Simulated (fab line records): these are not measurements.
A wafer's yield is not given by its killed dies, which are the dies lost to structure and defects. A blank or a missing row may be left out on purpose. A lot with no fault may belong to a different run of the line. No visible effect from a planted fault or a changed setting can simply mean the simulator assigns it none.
Struck lot and sound lot, side by side ; flow n5 finfet ; 20 steps out of a route of 1938
Sound: wafers L872.1, L872.3, L872.6. Wafers L882.3, L882.4, L882.5 were the ones struck. The cause is given at the end.
At each step with rows: each side's tool, then ch and its chambers, then its first start. Under that, the readings that differ: sound wafers ; struck wafers ; difference of the means ; sigmas: that difference in standard deviations of wafers without a fault.
alike: a reading whose means differ by less than 2 such deviations, as well as words and numbers matching on both sides. not compared: withheld readings; readings where some wafer has no value; bounds like >300 that might hide an equal value; numbers whose values overlap and for which the record gives no deviation.
The two part at a step that has a row with sigmas, a row that says differs or no value, or rows on one side only. Numbers that have no deviation but don't overlap get no sigmas and don't part them. A reading missing from all wafers of one side parts the sides only when that side holds two or more wafers.

first, 2 steps without rows for these wafers: N5_DUMMY_GATE_SRD_26 (time 30 s); N5_DUMMY_GATE_UV_OZONE_45 (time 120 s).
N5_DUMMY_GATE_INSPECT_27: inspects for defects (brightfield).
  sound on defect inspect-01 at day 3 13:29; struck on defect inspect-01 at day 6 00:30
  alike: raw defect count
N5_SPACER0_ALD_07: deposits SiNx, target thk 2 nm.
  sound on ald sin-03 ch 1,2,3, day 3 13:32; struck on ald sin-01 ch 0,1,3, day 6 00:32
  alike: heater power w
N5_SPACER0_ALD_00: deposits SiOCN, target thk 3.5 nm, pulse time 3 s, purge time 2 s.
  sound on ald sin-03 ch 1,2,3, day 3 13:41; struck on ald sin-01 ch 0,1,3, day 6 00:41
  alike: heater power w, precursor pulse height rel
N5_SPACER0_ALD_08: deposits SiNx, target thk 2 nm.
  sound on ald sin-03 ch 1,2,3, day 3 13:56; struck on ald sin-01 ch 0,1,3, day 6 00:56
  alike: heater power w
N5_SPACER0_INSPECT_04: inspects for defects (darkfield).
  sound on defect inspect-01 at day 3 14:06; struck on defect inspect-01 at day 6 01:06
  alike: raw defect count
then, 5 steps without rows for these wafers: N5_SD_EPI_N_COAT_32 (time 60 s, resist thk 350 nm); N5_SD_EPI_N_COAT_33 (time 60 s, resist thk 35 nm); N5_SD_EPI_N_COAT_03 (resist thk 150 nm); N5_SD_EPI_N_EBR_05; N5_SD_EPI_N_SOFTBAKE_04 (time 60 s).
N5_SD_EPI_N_EXPOSE_06: exposes mask SD N BLK, target cd 120 nm.
  sound on arfi scanner-03 ch 0, day 3 14:22; struck on arfi scanner-03 ch 0, day 6 01:23
reading;sound;struck;difference;sigmas
model.SD_EPI_N.overlay x nm (nm);0.2 0.2 0.2;11.4 11.4 11.4;+11.2;
  alike: mask, exposure dose mJ cm2, stage vel mm s
then, 2 steps without rows for these wafers: N5_SD_EPI_N_PEB_07 (peb time 60 s); N5_SD_EPI_N_DEVELOP_08 (develop time 30 s).
N5_SD_EPI_N_CD_MEAS_09: target cd 120 nm.
  sound on cd sem-02 ch 0, day 3 14:30; struck on cd sem-01 ch 0, day 6 01:30
  alike: cd nm
N5_SD_EPI_N_OVL_MEAS_10:
  sound on overlay-01 ch 0, day 3 14:32; struck on overlay-01 ch 0, day 6 01:32
reading;sound;struck;difference;sigmas
SD_N_BLK_OVL (nm);0.7 -0.3 1.6;11.4 11.0 11.7;+10.7;+14
N5_SD_EPI_N_INSPECT_11: inspects for defects (macro).
  sound on defect inspect-02 at day 3 14:33; struck on defect inspect-01 at day 6 01:33
  alike: raw defect count
-- record jumps: 6 days separate the struck wafers' starts on either side; left off in module SD_EPI_N, taken up again in module BEOL_M4, whose first shown step is the route's number 1111 --
N5_BEOL_M4_RC_MEAS_101:
  sound on prober-01 ch 0, day 8 02:25; struck on prober-01 ch 0, day 11 19:54
reading;sound;struck;difference;sigmas
SS_N (mV/dec);72.0 72.5 71.6;71.4 70.3 70.6;-1.3;-3
VT_P (mV);-256.8 -255.5 -255.5;-248.2 -252.1 -249.8;+5.9;+2
  alike: DIBL_N, DIBL_P, IOFF_N, IOFF_P, ION_N, ION_P, SS_P, VT_N
-- record jumps: 4 days separate the struck wafers' starts on either side; left off in module BEOL_M4, taken up again in module PASSIVATION, whose first shown step is the route's number 1936 --
N5_PASSIVATION_PROBE_49:
  sound on prober-01 at day 12 08:55; struck on prober-01 at day 16 04:52
reading;sound;struck;difference;sigmas
killed_at_M4_up;15 10 14;25;+12;+2
  alike: defect limited yield, killed_at_M0_to_M3, killed at contacts, killed at front end, killed at other, killed dies, killed open, killed short, sort_bin_5_function, sort_bin_6_memory, sort n pass, sort yield pct

== WHERE THEY PART ==
At N5_SD_EPI_N_OVL_MEAS_10 first; at N5_PASSIVATION_PROBE_49 last (within this record only).

WHY: the cause the simulator had injected
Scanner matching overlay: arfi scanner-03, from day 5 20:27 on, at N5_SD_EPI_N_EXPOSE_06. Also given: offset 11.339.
